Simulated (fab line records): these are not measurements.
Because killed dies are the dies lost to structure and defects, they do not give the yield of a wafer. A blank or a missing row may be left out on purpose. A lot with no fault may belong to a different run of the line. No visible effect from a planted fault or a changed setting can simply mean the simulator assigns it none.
fab line records ; flow n5Finfet
record lots=11; wafers=32; lastDay=18
route steps=1938 shown BEOL_M9@1415 PASSIVATION@1936
lots that met no fault: from a run of the same line without faults
startH: the number of hours between the record's first day and the start of the first shown wafer of the lot ; waitH: how many hours have passed since the lot's step before this one ; " repeats the value in the row above ; L1.1+2: a single row standing in for several wafers ; - no value present, or no start provided ; * or withheld: withheld ; < > ~ a bound
route shown NAME@n: names a module that has steps shown in the file, with the first one's number in the route ; usual: the fault-free wafers' mean and standard deviation ; same: alike in all rows ; chamber/n: place in a boat ; sites: per-site readings ; _std_site: their standard deviation ; _edge_site: inner sites' mean taken away from outer sites' mean ; radiusMm: for every site, how far away it sits from the centre of the wafer ; mask NAME#n: copy n ; behind: the most recent tool/chamber to have shaped the wafer ; hold: what put the lot on hold/how long, in hours/how the hold closed ; device: the transistor (n, p or np) that didn't switch ; end of line: the same wafers' tests at the end of the route ; where a step has no rows: the recipe by itself ; killed: at the first sort, the dies lost to defects and structure; wafer yield is something else ; map: a wafer's dies, x killed, . not, _ none there
set.NAME: the setting the step ran with; set.NAME@STEP: the setting that earlier step ran with ; model.NAME: the simulator's own value behind a step, which no gauge read
one table for each step of the route and one row for each wafer, over a sample of lots
services: when a tool's chamber went out of use (startH, in hours from the record's first day, below 0 if earlier), for how many hours, and the reason
## steps
# step N5_BEOL_M9_OVL_MEAS_12
# recipe pointsPerWafer=44
# usual M9_OVL=0.4/0.72
lot.wafer;tool;chamber;startH;waitH;M9_OVL[nm]
L482.1;overlay-01;0;221.93;0.0;0.0
L482.3;overlay-01;0;221.93;0.0;-1.1
L482.6;overlay-01;0;221.93;0.0;0.8
L484.1;overlay-01;0;238.55;0.0;0.7
L484.3;overlay-01;0;238.55;0.0;-0.2
L484.6;overlay-01;0;238.55;0.0;0.6
L487.1;overlay-01;0;245.00;0.0;1.0
L487.3;overlay-01;0;245.00;0.0;1.2
L487.4;overlay-01;0;245.00;0.0;0.6
L486.2;overlay-02;0;247.12;0.0;-0.7
L486.4;overlay-02;0;247.12;0.0;-0.2
L486.5;overlay-02;0;247.12;0.0;0.7
L489.1;overlay-02;0;262.17;0.0;1.0
L489.4;overlay-02;0;262.17;0.0;0.1
L489.5;overlay-02;0;262.17;0.0;0.9
L495.2;overlay-02;0;297.75;0.0;-0.6
L495.3;overlay-02;0;297.75;0.0;-0.4
L495.5;overlay-02;0;297.75;0.0;0.7
L494.1;overlay-02;0;298.37;0.0;0.0
L494.3;overlay-02;0;298.37;0.0;1.2
L494.4;overlay-02;0;298.37;0.0;-0.2
L500.3;overlay-01;0;339.04;0.0;0.9
L500.4;overlay-01;0;339.04;0.0;1.9
L500.6;overlay-01;0;339.04;0.0;1.5
L504.5;overlay-02;0;358.35;0.0;-0.5
L504.6;overlay-02;0;358.35;0.0;0.0
L503.2;overlay-02;0;358.55;0.0;0.1
L503.4;overlay-02;0;358.55;0.0;-0.4
L503.6;overlay-02;0;358.55;0.0;-0.5
L505.1;overlay-02;0;362.69;0.0;0.7
L505.2;overlay-02;0;362.69;0.0;0.1
L505.3;overlay-02;0;362.69;0.0;1.5
# step N5_BEOL_M9_ETCH_61
# recipe chemistry=CF4; target=SiARC; targetDepthA=390; maskMaterial=CAR-ArF; timeS=65; ionEnergyEv=80; pressureMtorr=40; sourceW=545; biasW=36; Ar_flow_sccm=100; cf4FlowSccm=100; ends=cleared
# usual chamberPressureMTorr=40.00/0.037; drypumpMotorCurrentA=5.6/0.36; etchRfOnTimeS=65.2/1.3; oesProductAu=0.68/0.063; rfVppV=184.2/0.9; showerheadPlenumPTorr=2.16/0.046; throttleValvePct=15.60/0.21
lot.wafer;tool;chamber;startH;waitH;chamberPressureMTorr;drypumpMotorCurrentA;etchRfOnTimeS;oesProductAu;rfHoursCounterH;rfVppV;showerheadPlenumPTorr;throttleValvePct
L482.1;rieDiel-05;0;222.02;0.0;40.04;6.2;65.0;0.63;182;184.6;2.21;15.89
L482.3;rieDiel-05;2;222.02;0.0;39.96;5.5;65.4;0.74;52;184.3;2.17;15.48
L482.6;rieDiel-05;2;222.02;0.0;39.99;5.5;65.7;0.74;-;185.5;2.17;15.49
L484.1;rieDiel-05;3;238.64;0.0;39.97;5.6;65.4;0.75;34;182.9;2.11;15.42
L484.3;rieDiel-05;0;238.64;0.0;39.93;6.2;66.3;0.61;188;185.0;2.21;15.89
L484.6;rieDiel-05;3;238.64;0.0;40.05;5.6;65.2;0.75;-;183.4;2.11;15.42
L487.1;rieDiel-04;0;245.54;0.0;40.03;5.9;64.9;0.64;156;183.7;2.13;15.47
L487.3;rieDiel-04;3;245.54;0.0;40.00;5.7;65.6;0.71;56;184.4;2.19;15.71
L487.4;rieDiel-04;1;245.54;0.0;39.99;5.3;63.7;0.77;29;182.0;2.08;15.32
L486.2;rieDiel-04;0;247.22;0.0;40.01;5.9;65.1;0.65;156;184.3;2.13;15.47
L486.4;rieDiel-04;2;247.22;0.0;40.03;6.4;63.8;0.73;67;185.4;2.18;15.72
L486.5;rieDiel-04;2;247.22;0.0;40.01;6.3;63.7;0.72;-;183.6;2.18;15.70
L489.1;rieDiel-04;1;262.41;0.0;40.01;5.4;63.1;0.76;35;182.0;2.08;15.32
L489.4;rieDiel-04;2;262.41;0.0;40.01;6.4;63.4;0.72;72;183.0;2.18;15.70
L489.5;rieDiel-04;0;262.41;0.0;40.05;5.9;64.3;0.64;-;184.4;2.13;15.47
L495.2;rieDiel-05;1;297.84;0.0;40.02;5.6;45.1;0.77;191;184.0;2.13;15.65
L495.3;rieDiel-05;0;297.84;0.0;39.94;6.2;67.4;0.60;209;184.2;2.20;15.95
L495.5;rieDiel-05;3;297.84;0.0;40.02;5.6;65.6;0.73;-;183.5;2.10;15.46
L494.1;rieDiel-05;3;298.89;0.0;40.01;5.6;64.0;0.73;54;183.2;2.10;15.46
L494.3;rieDiel-05;0;298.89;0.0;39.99;6.2;65.7;0.60;210;185.7;2.20;15.94
L494.4;rieDiel-05;2;298.89;0.0;39.96;5.5;46.3;0.88;78;183.1;2.16;15.53
L500.3;rieDiel-02;0;339.14;0.0;40.03;5.4;65.8;0.74;44;184.5;2.27;15.29
L500.4;rieDiel-02;2;339.14;0.0;40.04;5.6;65.8;0.61;206;183.5;2.13;15.57
L500.6;rieDiel-02;3;339.14;0.0;39.93;5.2;67.1;0.57;-;184.1;2.21;15.93
L503.2;rieDiel-05;0;358.99;0.0;40.03;6.2;66.1;0.59;227;184.6;2.20;15.98
L503.4;rieDiel-05;2;358.99;0.0;39.98;5.5;65.9;0.70;-;184.0;2.16;15.55
L503.6;rieDiel-05;1;358.99;0.0;39.93;5.6;63.3;0.62;-;183.6;2.13;15.69
L504.5;rieDiel-02;1;359.01;0.0;40.03;4.9;66.0;0.73;-;185.0;2.17;15.34
L504.6;rieDiel-02;0;359.01;0.0;40.00;5.4;65.5;0.73;-;184.7;2.26;15.29
L505.1;rieDiel-05;0;363.28;0.0;39.96;6.2;65.9;0.59;229;185.0;2.19;16.00
L505.2;rieDiel-05;1;363.28;0.0;40.05;5.6;62.8;0.61;211;182.8;2.13;15.69
L505.3;rieDiel-05;2;363.28;0.0;39.93;5.5;66.0;0.69;97;183.8;2.16;15.55
# step N5_BEOL_M9_HM_OPEN_17
# recipe chemistry=Cl2/BCl3; targetDepthA=200; overetchA=60; target=TiN; maskMaterial=SOC; ionEnergyEv=150; pressureMtorr=10; icpW=1000; biasW=126; Cl2_flow_sccm=53.25; bcl3FlowSccm=21.75; Ar_flow_sccm=25
# usual chamberPressureMTorr=10.000/0.0093; drypumpMotorCurrentA=5.9/0.4; oesProductAu=0.64/0.06; throttleValvePct=22.23/0.29
lot.wafer;tool;chamber;startH;waitH;chamberPressureMTorr;drypumpMotorCurrentA;oesProductAu;rfHoursCounterH;throttleValvePct
L482.1;rieMetal-01;1;222.26;0.0;10.014;6.1;0.55;95;22.77
L482.3;rieMetal-01;0;222.26;0.0;9.984;5.7;0.71;-;21.88
L482.6;rieMetal-01;1;222.26;0.0;10.008;6.1;0.55;-;22.76
L484.1;rieMetal-01;0;238.88;0.0;9.996;5.7;0.72;22;21.88
L484.3;rieMetal-01;0;238.88;0.0;9.990;5.7;0.71;-;21.90
L484.6;rieMetal-01;0;238.88;0.0;10.003;5.7;0.72;-;21.90
L487.1;rieMetal-01;1;245.78;0.0;10.001;6.1;0.55;98;22.75
L487.3;rieMetal-01;0;245.78;0.0;10.003;5.7;0.71;-;21.90
L487.4;rieMetal-01;1;245.78;0.0;9.998;6.1;0.55;-;22.75
L486.2;rieMetal-02;1;247.46;0.0;10.003;5.3;0.58;82;22.10
L486.4;rieMetal-02;0;247.46;0.0;10.008;5.6;0.64;-;22.38
L486.5;rieMetal-02;1;247.46;0.0;10.007;5.3;0.58;-;22.12
L489.1;rieMetal-03;1;262.65;0.0;10.016;5.9;0.66;45;22.10
L489.4;rieMetal-03;1;262.65;0.0;10.001;5.9;0.67;-;22.10
L489.5;rieMetal-03;0;262.65;0.0;10.013;6.6;0.70;-;22.17
L495.2;rieMetal-01;0;298.08;0.0;9.983;5.7;0.68;28;21.92
L495.3;rieMetal-01;0;298.08;0.0;10.001;5.7;0.68;-;21.95
L495.5;rieMetal-01;0;298.08;0.0;9.991;5.7;0.70;-;21.92
L494.1;rieMetal-01;1;299.13;0.0;9.981;6.1;0.55;103;22.76
L494.3;rieMetal-01;0;299.13;0.0;10.006;5.7;0.70;-;21.91
L494.4;rieMetal-01;1;299.13;0.0;9.988;6.1;0.54;-;22.79
L500.3;rieMetal-03;0;339.40;0.1;10.009;6.6;0.68;-;22.18
L500.4;rieMetal-03;1;339.40;0.1;10.007;5.9;0.65;-;22.11
L500.6;rieMetal-03;0;339.40;0.1;9.997;6.6;0.69;-;22.18
L504.5;rieMetal-03;1;359.39;0.2;9.984;5.9;0.65;-;22.09
L504.6;rieMetal-03;0;359.39;0.2;9.977;6.7;0.70;-;22.15
L503.2;rieMetal-03;1;359.42;0.2;9.993;5.9;0.65;52;22.10
L503.4;rieMetal-03;1;359.42;0.2;10.010;5.9;0.66;-;22.09
L503.6;rieMetal-03;1;359.42;0.2;10.005;5.9;0.65;-;22.10
L505.1;rieMetal-01;0;363.52;0.0;10.008;5.7;0.67;34;21.93
L505.2;rieMetal-01;0;363.52;0.0;9.998;5.7;0.67;-;21.93
L505.3;rieMetal-01;0;363.52;0.0;10.010;5.7;0.67;-;21.91
# step N5_BEOL_M9_CD_MEAS_18
# recipe pitchNm=140; targetCdNm=70
# usual cdNm=70.0/0.61
lot.wafer;tool;chamber;startH;waitH;cdNm
L482.1;cdSem-01;-;222.45;0.0;68.4
L482.3;cdSem-01;-;222.45;0.0;69.3
L482.6;cdSem-01;-;222.45;0.0;69.2
L484.1;cdSem-01;-;239.06;0.0;69.4
L484.3;cdSem-01;-;239.06;0.0;70.0
L484.6;cdSem-01;-;239.06;0.0;69.6
L487.1;cdSem-03;-;246.07;0.0;70.5
L487.3;cdSem-03;-;246.07;0.0;70.5
L487.4;cdSem-03;-;246.07;0.0;70.3
L486.2;cdSem-03;-;247.64;0.1;70.3
L486.4;cdSem-03;-;247.64;0.1;70.3
L486.5;cdSem-03;-;247.64;0.1;71.0
L489.1;cdSem-03;-;262.84;0.0;69.3
L489.4;cdSem-03;-;262.84;0.0;69.5
L489.5;cdSem-03;-;262.84;0.0;69.9
L495.2;cdSem-02;-;298.27;0.1;70.5
L495.3;cdSem-02;-;298.27;0.1;70.0
L495.5;cdSem-02;-;298.27;0.1;70.1
L494.1;cdSem-02;-;299.32;0.0;69.9
L494.3;cdSem-02;-;299.32;0.0;70.4
L494.4;cdSem-02;-;299.32;0.0;71.1
L500.3;cdSem-02;-;339.56;0.1;70.8
L500.4;cdSem-02;-;339.56;0.1;69.9
L500.6;cdSem-02;-;339.56;0.1;71.0
L504.5;cdSem-03;-;359.53;0.0;69.5
L504.6;cdSem-03;-;359.53;0.0;69.5
L503.2;cdSem-01;-;359.61;0.1;69.2
L503.4;cdSem-01;-;359.61;0.1;69.3
L503.6;cdSem-01;-;359.61;0.1;69.7
L505.1;cdSem-02;-;363.82;0.0;70.1
L505.2;cdSem-02;-;363.82;0.0;70.0
L505.3;cdSem-02;-;363.82;0.0;70.5
# step N5_PASSIVATION_PROBE_49
# usual defectLimitedYield=91.4/1.5; killed_at_M0_to_M3=34/10; killed_at_M4_up=15/6; killedAtContacts=12/6; killedAtFrontEnd=37/11; killedAtOther=3.3/2.8; killedDies=101/18; killedOpen=66/14; killedShort=33/7.8; sort_bin_5_function=5.0/0.97; sort_bin_6_memory=3.2/0.72; sort_bin_8_speed=0.00/0.01; sortNPass=1079/18; sortYieldPct=91.4/1.5
# same grossDies=1180; killedAtBackSide=0; sort_bin_4_leakage[%]=0
lot.wafer;tool;chamber;startH;waitH;defectLimitedYield[%];killed_at_M0_to_M3;killed_at_M4_up;killedAtContacts;killedAtFrontEnd;killedAtOther;killedDies;killedOpen;killedShort;sort_bin_5_function[%];sort_bin_6_memory[%];sort_bin_8_speed[%];sortNPass;sortYieldPct[%]
L500.3;prober-01;-;400.76;0.1;93.2;20;5;14;40;1;80;47;24;3.8;1.9;0;1100;93.2
L500.4;prober-01;-;400.81;0.2;89.8;54;9;19;38;0;120;84;35;4.8;5.0;0;1060;89.8
L500.6;prober-01;-;400.91;0.3;89.6;35;16;27;43;2;123;76;40;5.5;4.0;0;1057;89.6
# killed by level:class
L500.3 MOL_CONTACT_COAG:geometricParticle:open=12 HKMG_FIN:areaEtch=9 FIN_SAQP:geometricParticle:open=7 BEOL_M2:geometricParticle:open=6 FIN_SAQP:geometricParticle:short=5 ILD0:geometricParticle:open=5 BEOL_M0_SAQP:geometricParticle:open=4 BEOL_M1:geometricParticle:open=4
L500.4 MOL_CONTACT_COAG:geometricParticle:open=13 BEOL_M3:geometricParticle:open=13 FIN_SAQP:geometricParticle:short=10 BEOL_M2:geometricParticle:open=9 FIN_SAQP:geometricParticle:open=8 BEOL_M0_SAQP:geometricParticle:short=8 BEOL_M1:geometricParticle:open=7 MOL_CONTACT_COAG:geometricParticle:short=6
L500.6 MOL_CONTACT_COAG:geometricParticle:open=18 FIN_SAQP:geometricParticle:open=11 MOL_CONTACT_COAG:geometricParticle:short=9 FIN_SAQP:geometricParticle:short=8 BEOL_M1:geometricParticle:open=7 BEOL_M0_SAQP:geometricParticle:short=7 HKMG_FIN:areaEtch=7 BEOL_M2:geometricParticle:open=6
## services
tool;chamber;startH;hours;kind
rieDiel-02;3;201.95;4.0;repair
rieDiel-05;3;210.20;15.3;repair
rieMetal-02;1;228.40;16.7;repair
rieDiel-02;3;264.08;11.4;repair
rieDiel-02;-;271.71;2.8;pm
rieMetal-02;1;285.23;5.5;repair
rieDiel-02;-;300.28;4.0;repair
rieMetal-03;-;310.55;1.4;pm
rieDiel-02;0;322.58;9.6;repair
rieDiel-04;1;330.34;2.0;repair
rieDiel-02;-;337.47;0.7;repair
rieMetal-03;-;347.73;2.8;pm
rieDiel-05;3;351.34;12.4;repair
rieMetal-01;1;356.42;-;clean
rieMetal-01;1;356.42;18.3;scheduledDown
rieMetal-01;1;356.42;18.3;ventCycle
## key
firstSign step=N5_BEOL_M9_ETCH_61; reading=etchRfOnTimeS; direction=down; sigmas=15; usual=*; struck=*
effect none on later readings
metAt N5_BEOL_M9_ETCH_61
struckLots L494,L495
struckWafers L494.4,L495.2
notActingAt N5_BEOL_M9_OVL_MEAS_12,N5_BEOL_M9_HM_OPEN_17,N5_BEOL_M9_CD_MEAS_18
onsetBetween 238.64 297.84
fault kind=processParameterDrift; tool=rieDiel-05; chamber=-; onsetH=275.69; steps=N5_BEOL_M9_ETCH_61; channel=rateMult; offset=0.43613; shape=step; endH=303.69; scope=struckWafersOnly
